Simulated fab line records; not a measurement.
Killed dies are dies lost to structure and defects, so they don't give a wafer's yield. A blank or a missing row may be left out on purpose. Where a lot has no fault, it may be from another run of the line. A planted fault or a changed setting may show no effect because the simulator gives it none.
fab line records    flow n5Finfet
record lots=5  wafers=15  lastDay=16
route steps=1938 shown BEOL_M4@1099 BEOL_M5@1112 BEOL_M9@1461 PASSIVATION@1936
lots that met no fault: from a run of the same line without faults
startH: the number of hours between the record's first day and the start of the first shown wafer of the lot    waitH: time in hours since the lot's previous step    " as in the row above    L1.1+2: one row covering several wafers at once    - either no value or no given start    * or withheld: withheld    < > ~ a bound
route shown NAME@n: a module of which the file shows steps, and the number in the route of the first    usual: mean/standard deviation of fault-free wafers    same: alike in all rows    chamber/n: place in a boat    sites: each site's reading    _std_site: standard deviation across them    _edge_site: mean of outer sites minus mean of inner sites    radiusMm: how far each site lies from the wafer's centre    mask NAME#n: copy n    behind: tool/chamber where the wafer was last shaped    hold: reason for holding the lot/hours on hold/outcome of the hold    device: names the non-switching transistor (n, p or np)    end of line: tests of these same wafers at the route's end    where a step has no rows: the recipe by itself    killed: at the first sort, the dies lost to defects and structure; wafer yield is something else    map: dies across one wafer; x = killed, . = not, _ = none there
set.NAME: the setting that was run; set.NAME@STEP: the one run at that earlier step    model.NAME: the simulator's own value behind a step, which no gauge read
certain route steps with their lots: each step a table, each wafer a row
services: the hour from which a tool's chamber was out of use, counted from the record's first day as startH (under 0 if before that day), plus the number of hours and why
## steps
# step N5_BEOL_M4_ANNEAL_95
# recipe tempC=400  timeS=240  ambient=vacuum
# step N5_BEOL_M4_SPUTTER_96
# recipe material=Cu  targetThkA=45  tempC=-20  chamberPressurePa=0.07  powerW=withheld  timeS=8.29
# step N5_BEOL_M4_ECD_50
# recipe material=Cu  targetThkA=3000
# step N5_BEOL_M4_ANNEAL_51
# recipe tempC=225  timeS=90  ambient=N2
# step N5_BEOL_M4_CMP_52
# recipe stopOn=SiOC  tOverpolishS=6.8  downForcePsi=1  platenRpm=50  clearingPlatenDownForcePsi=1.5  clearingPlatenRpm=50  postCmpClean=cuAlkaline  targetThkNm=40  clearingPlatenPadVelocityMS=0.99484  padVelocityMS=0.99484
# step N5_BEOL_M4_PRE_CLEAN_60
# recipe gas=NH3/H2  timeS=15  tempC=*  rfPowerW=300
# step N5_BEOL_M4_CO_CAP_55
# recipe material=Co  targetThkA=20  tempC=200  precursor=CCTBA/H2  pressureTorr=30  timeS=102.1
# step N5_BEOL_M4_PRE_CLEAN_56
# recipe gas=NH3  timeS=15  tempC=withheld  rfPowerW=300
# step N5_BEOL_M4_DEP_57
# recipe material=SiCN  targetThkA=80  tempC=withheld  precursor=3MS/NH3  pressureTorr=3  rfW=202  timeS=14
# step N5_BEOL_M4_RC_MEAS_101
# usual DIBL_N=37.5/1.9  DIBL_P=37.3/2.4  IOFF_N=0.18/0.038  IOFF_P=0.23/0.045  ION_N=677/11  ION_P=464/8.1  SS_N=72.0/0.68  SS_P=73.5/0.77  VT_N=249/3.3  VT_P=-249/3.6
lot.wafer  tool       chamber  startH  waitH  DIBL_N[mV/V]  DIBL_P[mV/V]  IOFF_N[nA/um]  IOFF_P[nA/um]  ION_N[uA/um]  ION_P[uA/um]  SS_N[mV/dec]  SS_P[mV/dec]  VT_N[mV]  VT_P[mV]
L171.2     prober-02  0        188.40  0.2    39.6          37.7          0.21           0.21           672           455           72.4          72.7          248       -254
L171.3     "          0        "       "      34.8          34.8          0.12           0.18           670           465           71.1          72.1          253       -254
L171.5     "          0        "       "      38.3          39.5          0.17           0.24           674           463           72.7          73.7          249       -250
L172.1     prober-01  0        195.74  0.0    40.0          39.2          0.23           0.31           686           469           71.8          74.0          245       -245
L172.3     "          0        "       "      37.8          37.0          0.19           0.25           692           471           71.0          73.4          248       -246
L172.5     "          0        "       "      36.3          35.2          0.15           0.23           685           474           70.9          73.3          249       -250
L174.1     prober-01  0        211.75  0.0    36.8          35.2          0.16           0.23           677           465           71.8          74.2          247       -243
L174.2     "          0        "       "      35.2          34.1          0.15           0.23           684           481           70.7          73.5          247       -245
L174.3     "          0        "       "      39.6          37.9          0.23           0.29           691           470           72.8          73.5          245       -245
L186.1     prober-02  0        283.07  0.0    36.5          36.2          0.15           0.20           681           464           70.6          72.8          249       -252
L186.2     "          0        "       "      37.8          36.7          0.16           0.20           679           462           72.3          72.4          250       -251
L186.3     "          0        "       "      38.7          37.4          0.18           0.22           675           463           72.7          73.2          248       -250
L185.2     prober-02  0        291.12  0.2    38.4          35.8          0.19           0.21           667           457           72.7          73.7          248       -250
L185.5     "          0        "       "      41.5          40.2          0.27           0.28           698           465           73.4          74.2          242       -248
L185.6     "          0        "       "      38.0          35.8          0.17           0.20           663           455           72.5          73.5          251       -251
# step N5_BEOL_M5_ILD_DEP_00
# recipe material=SiCOH_lowk  targetThkA=1406.4  tempC=300  precursor=DEMS/porogen  pressureTorr=5  rfW=500  timeS=25.9
# step N5_BEOL_M5_CURE_79
# recipe tempC=385  timeS=240  ambient=He/Ar  material=SiCOH_lowk
# step N5_BEOL_M5_PECVD_70
# recipe material=SiO2  targetThkA=160  tempC=400  precursor=TEOS/O2  pressureTorr=5.5  rfW=450  teosFlowSccm=53.8  gas=O2  flowSccm=3000  timeS=18
# step N5_BEOL_M5_HM_DEP_02
# recipe material=TiN  targetThkA=200  tempC=25  chamberPressurePa=0.49996
# step N5_BEOL_M5_COAT_59
# recipe resist=SOC  tempC=250  timeS=60  spinRpm=1500  resistThkNm=60
# step N5_BEOL_M5_COAT_60
# recipe resist=SiARC  tempC=220  timeS=60  spinRpm=1500  resistThkNm=12
# step N5_BEOL_M5_COAT_71
# recipe resist=underlayer  tempC=205  timeS=60  spinRpm=1500  resistThkNm=5
# step N5_BEOL_M5_COAT_05
# recipe resist=CAR-EUV  spinRpm=1500  resistThkNm=30
# step N5_BEOL_M5_EBR_07
# recipe solvent=PGMEA  ebrWidthMm=1.5
# step N5_BEOL_M5_SOFTBAKE_06
# recipe tempC=110  timeS=60  resist=CAR-EUV
# step N5_BEOL_M5_EXPOSE_08
# recipe maskId=M5  na=0.33  sourceShape=annular  sigmaInner=0.4  sigmaOuter=0.8  polarization=unpolarized  targetCdNm=28  doseMj=35.75
# step N5_BEOL_M5_PEB_09
# recipe pebTempC=100  pebTimeS=60  resist=CAR-EUV
# step N5_BEOL_M5_DEVELOP_10
# recipe developTimeS=30  developer=TMAH  resist=CAR-EUV  rinseLiquid=surfactantRinse  dry=airSpin  devTempC=23
# step N5_BEOL_M5_DESCUM_16
# recipe chemistry=O2  timeS=7  sourcePowerW=50  biasPowerW=20  pressureMtorr=20  rfFrequencyHz=2.712e+07  tempC=40  resist=CAR-EUV  o2FlowSccm=225
# step N5_BEOL_M5_ETCH_72
# recipe chemistry=N2/H2  target=underlayer  targetDepthA=65  maskMaterial=CAR-EUV  timeS=5.2  ionEnergyEv=200  pressureMtorr=30  sourceW=840  biasW=150  n2FlowSccm=200  h2FlowSccm=200  ends=cleared
# step N5_BEOL_M5_ETCH_61
# recipe chemistry=CF4  target=SiARC  targetDepthA=156  maskMaterial=CAR-EUV  timeS=26  ionEnergyEv=80  pressureMtorr=40  sourceW=545  biasW=36  Ar_flow_sccm=100  cf4FlowSccm=100  ends=cleared
# step N5_BEOL_M5_ETCH_62
# recipe chemistry=N2/H2  target=SOC  targetDepthA=750  overetchA=150  maskMaterial=SiARC  tempC=40  timeS=112.5  ionEnergyEv=200  pressureMtorr=30  sourceW=840  biasW=150  n2FlowSccm=200  h2FlowSccm=200
# step N5_BEOL_M5_STRIP_63
# recipe chemistry=N2/H2  tempC=40  n2FlowSccm=200  h2FlowSccm=200  rfFrequencyHz=6e+07
# step N5_BEOL_M5_STRIP_73
# recipe chemistry=N2/H2  tempC=40  n2FlowSccm=200  h2FlowSccm=200  rfFrequencyHz=6e+07
# step N5_BEOL_M5_STRIP_64
# recipe chemistry=CF4  resist=SiARC  powerW=300  biasPowerW=75  pressureMtorr=50  cf4FlowSccm=150  rfFrequencyHz=6e+07
# step N5_BEOL_M5_HM_OPEN_17
# recipe chemistry=Cl2/BCl3  targetDepthA=200  overetchA=60  target=TiN  maskMaterial=SOC  ionEnergyEv=150  pressureMtorr=10  icpW=1000  biasW=126  Cl2_flow_sccm=53.25  bcl3FlowSccm=21.75  Ar_flow_sccm=25
# step N5_BEOL_M5_STRIP_19
# recipe chemistry=O2  powerW=400  tempC=40  pressureMtorr=30  rfFrequencyHz=6e+07  biasPowerW=0  overashFraction=0.2  o2FlowSccm=225
# step N5_BEOL_M5_COAT_65
# recipe resist=SOC  tempC=250  timeS=60  spinRpm=1500  resistThkNm=60
# step N5_BEOL_M5_COAT_66
# recipe resist=SiARC  tempC=220  timeS=60  spinRpm=1500  resistThkNm=12
# step N5_BEOL_M9_SPUTTER_48
# recipe material=Cu  targetThkA=120  tempC=-20  biasV=60  powerW=26000  chamberPressurePa=0.13  timeS=2
# usual biasV=59.9/0.57  cathodeDcPowerW=26000/4.4  substrateTempC=-20.00/0.1  susceptorTempC=-19.99/0.11  throttleValvePct=30.0/0.88
lot.wafer  tool           chamber  startH  waitH  biasV  cathodeDcPowerW  substrateTempC  susceptorTempC  throttleValvePct
L171.2     pvdSputter-03  -        238.86  0.1    -      -                -               -               -
L171.3     "              -        "       "      -      -                -               -               -
L171.5     "              -        "       "      -      -                -               -               -
L172.1     pvdSputter-02  -        242.53  0.1    -      -                -               -               -
L172.3     "              -        "       "      -      -                -               -               -
L172.5     "              -        "       "      -      -                -               -               -
L174.1     pvdSputter-03  -        255.56  0.1    -      -                -               -               -
L174.2     "              -        "       "      -      -                -               -               -
L174.3     "              -        "       "      -      -                -               -               -
L186.1     pvdSputter-03  -        326.10  0.1    61.1   25995            -19.95          -20.05          31.3
L186.2     "              -        "       "      59.0   25999            -20.09          -19.89          29.9
L186.3     "              -        "       "      59.9   25996            -19.92          -19.97          29.7
L185.2     pvdSputter-02  -        336.37  0.2    59.2   25997            -19.93          -19.96          30.8
L185.5     "              -        "       "      59.3   26003            -19.94          -20.10          30.6
L185.6     "              -        "       "      59.6   25998            -20.13          -19.74          30.1
# step N5_BEOL_M9_CMP_52
# recipe stopOn=SiCOH_lowk  tOverpolishS=7  downForcePsi=1  platenRpm=50  clearingPlatenDownForcePsi=1.5  clearingPlatenRpm=50  postCmpClean=cuAlkaline  targetThkNm=140  clearingPlatenPadVelocityMS=0.99484  padVelocityMS=0.99484
# usual clearingPlatenRpm=50.003/0.027  edgeZonePressureFrac=1.000/0.0052  motorCurrentA=5.9/0.34  timeToEndpointS=66/3.8
lot.wafer  tool    chamber  startH  waitH  clearingPlatenRpm  edgeZonePressureFrac  motorCurrentA  timeToEndpointS
L171.3     cmp-02  2        239.42  0.2    50.040             0.997                 6.0            6
L171.2     "       0        "       "      50.026             1.001                 5.1            2
L171.5     "       1        "       "      49.978             0.998                 5.7            0
L172.1     cmp-02  2        243.69  0.3    50.050             1.003                 6.3            3
L172.3     "       1        "       "      49.972             0.998                 5.5            0
L172.5     "       3        "       "      50.002             1.008                 6.0            0
L174.3     cmp-03  2        257.79  0.3    49.992             0.997                 5.9            0
L174.1     "       0        "       "      49.933             1.002                 5.7            0
L174.2     "       1        "       "      50.017             1.002                 5.7            0
L186.2     cmp-03  0        326.80  0.2    49.992             0.994                 6.1            65
L186.1     "       2        "       "      50.026             1.009                 6.0            66
L186.3     "       3        "       "      50.023             1.010                 6.5            71
L185.2     cmp-03  3        337.20  0.2    50.009             1.000                 5.9            68
L185.6     "       2        "       "      49.959             1.010                 5.9            70
L185.5     "       3        "       "      49.986             0.998                 6.1            70
# step N5_PASSIVATION_PROBE_49
# usual defectLimitedYield=91.2/1.5  killed_at_M0_to_M3=31/10  killed_at_M4_up=15/5.9  killedAtContacts=13/6  killedAtFrontEnd=41/11  killedAtOther=4/3.1  killedDies=104/18  killedOnRim=14/4.1  killedOpen=68/13  killedShort=33/8.1  sort_bin_5_function=5.1/1.1  sort_bin_6_memory=3.2/0.69  sortNPass=1076/18  sortYieldPct=91.2/1.5
# same grossDies=1180  killedAtBackSide=0  sort_bin_4_leakage[%]=0  sort_bin_8_speed[%]=0
lot.wafer  tool       chamber  startH  waitH  defectLimitedYield[%]  killed_at_M0_to_M3  killed_at_M4_up  killedAtContacts  killedAtFrontEnd  killedAtOther  killedDies  killedOnRim  killedOpen  killedShort  sort_bin_5_function[%]  sort_bin_6_memory[%]  sortNPass  sortYieldPct[%]
L171.2     prober-01  -        290.30  0.1    0                      19                  1099             17                40                5              1180        152          69          27           95.4                    4.4                   0          0
L171.3     prober-01  -        290.35  0.1    0                      14                  1118             23                25                0              1180        152          52          25           96.7                    3.1                   0          0
L171.5     prober-01  -        290.45  0.2    0                      18                  1088             18                53                3              1180        152          75          28           95.9                    3.7                   0          0
L172.1     prober-01  -        295.38  0.0    0                      36                  1082             12                47                3              1180        152          78          30           96.4                    3.4                   0          0
L172.3     prober-01  -        295.48  0.1    0                      27                  1103             10                32                8              1180        152          71          27           96.4                    3.3                   0          0
L172.5     prober-01  -        295.58  0.2    0                      35                  1097             20                26                2              1180        152          72          21           97.4                    2.6                   0          0
L174.1     prober-02  -        316.11  0.0    0                      25                  1096             16                37                6              1180        152          75          25           96.4                    3.6                   0          0
L174.2     prober-02  -        316.16  0.1    0                      25                  1101             9                 39                6              1180        152          45          39           97.7                    1.9                   0          0
L174.3     prober-02  -        316.21  0.1    0                      32                  1092             12                37                7              1180        152          63          37           97.1                    2.6                   0          0
L186.1     prober-01  -        381.15  0.0    90.2                   44                  4                2                 57                9              116         16           69          46           5.6                     3.8                   1064       90.2
L185.2     prober-02  -        394.75  0.1    89.7                   36                  17               12                53                3              121         20           88          33           4.7                     5.1                   1059       89.7
L185.5     prober-02  -        394.90  0.2    89.2                   23                  31               8                 58                7              127         18           88          39           6.3                     4.2                   1053       89.2
L185.6     prober-02  -        394.95  0.3    90.3                   26                  23               20                45                1              115         25           83          29           5.8                     3.3                   1065       90.3
# killed by level:class
L171.2 BEOL_M9:areaEcd=548 BEOL_M9:areaSputter=534 MOL_CONTACT_COAG:geometricParticle:open=12 FIN_SAQP:geometricParticle:short=11 FIN_SAQP:geometricParticle:open=9 STI_FIN_REVEAL:geometricParticle:open=8 BEOL_M2:geometricParticle:open=7 BEOL_M0_SAQP:geometricParticle:open=6
L171.3 BEOL_M9:areaSputter=559 BEOL_M9:areaEcd=544 MOL_CONTACT_COAG:geometricParticle:open=19 FIN_SAQP:geometricParticle:short=6 STI_FIN_REVEAL:geometricParticle:open=6 BEOL_M5:geometricParticle:open=6 FIN_SAQP:geometricParticle:open=4 STARTING-WAFER:geometricParticle:short=4
L171.5 BEOL_M9:areaEcd=556 BEOL_M9:areaSputter=520 STI_FIN_REVEAL:geometricParticle:open=16 MOL_CONTACT_COAG:geometricParticle:open=14 FIN_SAQP:geometricParticle:short=10 DUMMY_GATE:geometricParticle:open=8 FIN_SAQP:geometricParticle:open=6 BEOL_M1:geometricParticle:open=5
L172.1 BEOL_M9:areaSputter=557 BEOL_M9:areaEcd=515 FIN_SAQP:geometricParticle:open=20 MOL_CONTACT_COAG:geometricParticle:open=10 BEOL_M0_SAQP:geometricParticle:open=9 BEOL_M1:geometricParticle:open=9 BEOL_M0_SAQP:geometricParticle:short=7 FIN_SAQP:geometricParticle:short=6
L172.3 BEOL_M9:areaEcd=576 BEOL_M9:areaSputter=504 BEOL_M4:geometricParticle:open=12 MOL_CONTACT_COAG:geometricParticle:open=8 FIN_SAQP:geometricParticle:open=7 BEOL_M1:geometricParticle:open=5 MIM_TOP_ETCH:geometricParticle:open=5 STARTING-WAFER:geometricParticle:short=5
L172.5 BEOL_M9:areaSputter=551 BEOL_M9:areaEcd=536 MOL_CONTACT_COAG:geometricParticle:open=18 BEOL_M3:geometricParticle:open=11 BEOL_M2:geometricParticle:open=9 FIN_SAQP:geometricParticle:open=6 BEOL_M0_SAQP:geometricParticle:open=6 BEOL_M4:geometricParticle:open=5
L174.1 BEOL_M9:areaSputter=538 BEOL_M9:areaEcd=538 MOL_CONTACT_COAG:geometricParticle:open=12 BEOL_M4:geometricParticle:open=9 DUMMY_GATE:geometricParticle:open=8 BEOL_M0:geometricParticle:open=7 FIN_SAQP:geometricParticle:open=6 STI_FIN_REVEAL:geometricParticle:open=5
L174.2 BEOL_M9:areaEcd=589 BEOL_M9:areaSputter=506 FIN_SAQP:geometricParticle:short=10 FIN_SAQP:geometricParticle:open=9 BEOL_M3:geometricParticle:open=9 GATE_CUT:geometricParticle:short=6 MOL_CONTACT_COAG:geometricParticle:open=6 BEOL_M0:geometricParticle:open=5
L174.3 BEOL_M9:areaEcd=556 BEOL_M9:areaSputter=523 MOL_CONTACT_COAG:geometricParticle:open=8 BEOL_M2:geometricParticle:open=7 BEOL_M3:geometricParticle:open=6 STI_FIN_REVEAL:geometricParticle:open=5 BEOL_M0:geometricParticle:open=5 FIN_SAQP:geometricParticle:short=4
L186.1 FIN_SAQP:geometricParticle:open=16 BEOL_M0_SAQP:geometricParticle:short=16 STI_FIN_REVEAL:geometricParticle:open=15 FIN_SAQP:geometricParticle:short=8 DUMMY_GATE:geometricParticle:open=6 ILD0:geometricParticle:short=6 BEOL_M0_SAQP:geometricParticle:open=5 BEOL_M0:geometricParticle:open=5
L185.2 BEOL_M0_SAQP:geometricParticle:open=12 BEOL_M2:geometricParticle:open=12 BEOL_M4:geometricParticle:open=11 FIN_SAQP:geometricParticle:short=10 MOL_CONTACT_COAG:geometricParticle:open=10 STI_FIN_REVEAL:geometricParticle:open=9 FIN_SAQP:geometricParticle:open=8 BEOL_M0_SAQP:geometricParticle:short=5
L185.5 BEOL_M4:geometricParticle:open=17 STI_FIN_REVEAL:geometricParticle:open=14 BEOL_M2:geometricParticle:open=14 FIN_SAQP:geometricParticle:short=13 FIN_SAQP:geometricParticle:open=11 MOL_CONTACT_COAG:geometricParticle:open=6 PASS1_CAP:geometricParticle:short=5 STARTING-WAFER:geometricParticle:short=5
L185.6 MOL_CONTACT_COAG:geometricParticle:open=16 BEOL_M4:geometricParticle:open=16 FIN_SAQP:geometricParticle:open=14 STI_FIN_REVEAL:geometricParticle:open=6 BEOL_M0_SAQP:geometricParticle:open=6 BEOL_M0_SAQP:geometricParticle:short=5 FIN_SAQP:geometricParticle:short=4 BEOL_M2:geometricParticle:open=4
# map L171.2 (x killed, . not)
_________________xxxxxxxxxxxx________________
______________xxxxxxxxxxxxxxxxxx_____________
___________xxxxxxxxxxxxxxxxxxxxxxxx__________
__________xxxxxxxxxxxxxxxxxxxxxxxxxx_________
________xxxxxxxxxxxxxxxxxxxxxxxxxxxxxx_______
_______xxxxxxxxxxxxxxxxxxxxxxxxxxxxxxxx______
______xxxxxxxxxxxxxxxxxxxxxxxxxxxxxxxxxx_____
_____xxxxxxxxxxxxxxxxxxxxxxxxxxxxxxxxxxxx____
____xxxxxxxxxxxxxxxxxxxxxxxxxxxxxxxxxxxxxx___
___xxxxxxxxxxxxxxxxxxxxxxxxxxxxxxxxxxxxxxxx__
___xxxxxxxxxxxxxxxxxxxxxxxxxxxxxxxxxxxxxxxx__
__xxxxxxxxxxxxxxxxxxxxxxxxxxxxxxxxxxxxxxxxxx_
__xxxxxxxxxxxxxxxxxxxxxxxxxxxxxxxxxxxxxxxxxx_
_xxxxxxxxxxxxxxxxxxxxxxxxxxxxxxxxxxxxxxxxxxxx
_xxxxxxxxxxxxxxxxxxxxxxxxxxxxxxxxxxxxxxxxxxxx
_xxxxxxxxxxxxxxxxxxxxxxxxxxxxxxxxxxxxxxxxxxxx
_xxxxxxxxxxxxxxxxxxxxxxxxxxxxxxxxxxxxxxxxxxxx
_xxxxxxxxxxxxxxxxxxxxxxxxxxxxxxxxxxxxxxxxxxxx
_xxxxxxxxxxxxxxxxxxxxxxxxxxxxxxxxxxxxxxxxxxxx
_xxxxxxxxxxxxxxxxxxxxxxxxxxxxxxxxxxxxxxxxxxxx
_xxxxxxxxxxxxxxxxxxxxxxxxxxxxxxxxxxxxxxxxxxxx
__xxxxxxxxxxxxxxxxxxxxxxxxxxxxxxxxxxxxxxxxxx_
__xxxxxxxxxxxxxxxxxxxxxxxxxxxxxxxxxxxxxxxxxx_
___xxxxxxxxxxxxxxxxxxxxxxxxxxxxxxxxxxxxxxxx__
___xxxxxxxxxxxxxxxxxxxxxxxxxxxxxxxxxxxxxxxx__
____xxxxxxxxxxxxxxxxxxxxxxxxxxxxxxxxxxxxxx___
_____xxxxxxxxxxxxxxxxxxxxxxxxxxxxxxxxxxxx____
______xxxxxxxxxxxxxxxxxxxxxxxxxxxxxxxxxx_____
_______xxxxxxxxxxxxxxxxxxxxxxxxxxxxxxxx______
________xxxxxxxxxxxxxxxxxxxxxxxxxxxxxx_______
__________xxxxxxxxxxxxxxxxxxxxxxxxxx_________
___________xxxxxxxxxxxxxxxxxxxxxxxx__________
______________xxxxxxxxxxxxxxxxxx_____________
_________________xxxxxxxxxxxx________________
# map L172.1 (x killed, . not)
_________________xxxxxxxxxxxx________________
______________xxxxxxxxxxxxxxxxxx_____________
___________xxxxxxxxxxxxxxxxxxxxxxxx__________
__________xxxxxxxxxxxxxxxxxxxxxxxxxx_________
________xxxxxxxxxxxxxxxxxxxxxxxxxxxxxx_______
_______xxxxxxxxxxxxxxxxxxxxxxxxxxxxxxxx______
______xxxxxxxxxxxxxxxxxxxxxxxxxxxxxxxxxx_____
_____xxxxxxxxxxxxxxxxxxxxxxxxxxxxxxxxxxxx____
____xxxxxxxxxxxxxxxxxxxxxxxxxxxxxxxxxxxxxx___
___xxxxxxxxxxxxxxxxxxxxxxxxxxxxxxxxxxxxxxxx__
___xxxxxxxxxxxxxxxxxxxxxxxxxxxxxxxxxxxxxxxx__
__xxxxxxxxxxxxxxxxxxxxxxxxxxxxxxxxxxxxxxxxxx_
__xxxxxxxxxxxxxxxxxxxxxxxxxxxxxxxxxxxxxxxxxx_
_xxxxxxxxxxxxxxxxxxxxxxxxxxxxxxxxxxxxxxxxxxxx
_xxxxxxxxxxxxxxxxxxxxxxxxxxxxxxxxxxxxxxxxxxxx
_xxxxxxxxxxxxxxxxxxxxxxxxxxxxxxxxxxxxxxxxxxxx
_xxxxxxxxxxxxxxxxxxxxxxxxxxxxxxxxxxxxxxxxxxxx
_xxxxxxxxxxxxxxxxxxxxxxxxxxxxxxxxxxxxxxxxxxxx
_xxxxxxxxxxxxxxxxxxxxxxxxxxxxxxxxxxxxxxxxxxxx
_xxxxxxxxxxxxxxxxxxxxxxxxxxxxxxxxxxxxxxxxxxxx
_xxxxxxxxxxxxxxxxxxxxxxxxxxxxxxxxxxxxxxxxxxxx
__xxxxxxxxxxxxxxxxxxxxxxxxxxxxxxxxxxxxxxxxxx_
__xxxxxxxxxxxxxxxxxxxxxxxxxxxxxxxxxxxxxxxxxx_
___xxxxxxxxxxxxxxxxxxxxxxxxxxxxxxxxxxxxxxxx__
___xxxxxxxxxxxxxxxxxxxxxxxxxxxxxxxxxxxxxxxx__
____xxxxxxxxxxxxxxxxxxxxxxxxxxxxxxxxxxxxxx___
_____xxxxxxxxxxxxxxxxxxxxxxxxxxxxxxxxxxxx____
______xxxxxxxxxxxxxxxxxxxxxxxxxxxxxxxxxx_____
_______xxxxxxxxxxxxxxxxxxxxxxxxxxxxxxxx______
________xxxxxxxxxxxxxxxxxxxxxxxxxxxxxx_______
__________xxxxxxxxxxxxxxxxxxxxxxxxxx_________
___________xxxxxxxxxxxxxxxxxxxxxxxx__________
______________xxxxxxxxxxxxxxxxxx_____________
_________________xxxxxxxxxxxx________________
## services
tool    chamber  startH  hours  kind
cmp-02  -        224.50  9.2    repair
cmp-03  -        227.22  4.0    pm
cmp-03  -        231.22  -      consumableReplace:conditioner
cmp-03  -        231.22  -      consumableReplace:pad
cmp-02  -        301.07  2.4    repair
cmp-02  -        321.04  6.1    pm
## key
firstSign step=N5_BEOL_M9_SPUTTER_48  reading=toolRecord  direction=missing
effect step=N5_BEOL_M9_CMP_52  reading=timeToEndpointS  direction=down  sigmas=17  usual=*  struck=*
effect step=N5_PASSIVATION_PROBE_49  reading=killed_at_M4_up  direction=up  sigmas=99+  usual=15  struck=1097
moreKillsBornAt N5_BEOL_M9_ECD_50@ecdCu-02=3331  N5_BEOL_M9_SPUTTER_48@pvdSputter-03=3180  N5_BEOL_M9_ECD_50@ecdCu-01=1627
metAt N5_BEOL_M9_SPUTTER_48
struckWafers L171.2,L171.3,L171.5,L172.1,L172.3,L172.5,L174.1,L174.2,L174.3
laterRowsLeftOut L171.2,L171.3,L171.5,L172.1,L172.3,L172.5,L174.1,L174.2,L174.3
fault kind=skippedStepWhole  tool=pvdSputter-02,pvdSputter-03  chamber=-  onsetH=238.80  steps=N5_BEOL_M9_SPUTTER_48  scope=struckLotsOnly
# laterRowsLeftOut: the simulator's readings of these wafers behind a module that went badly wrong aren't trusted and aren't shown, but for the sort
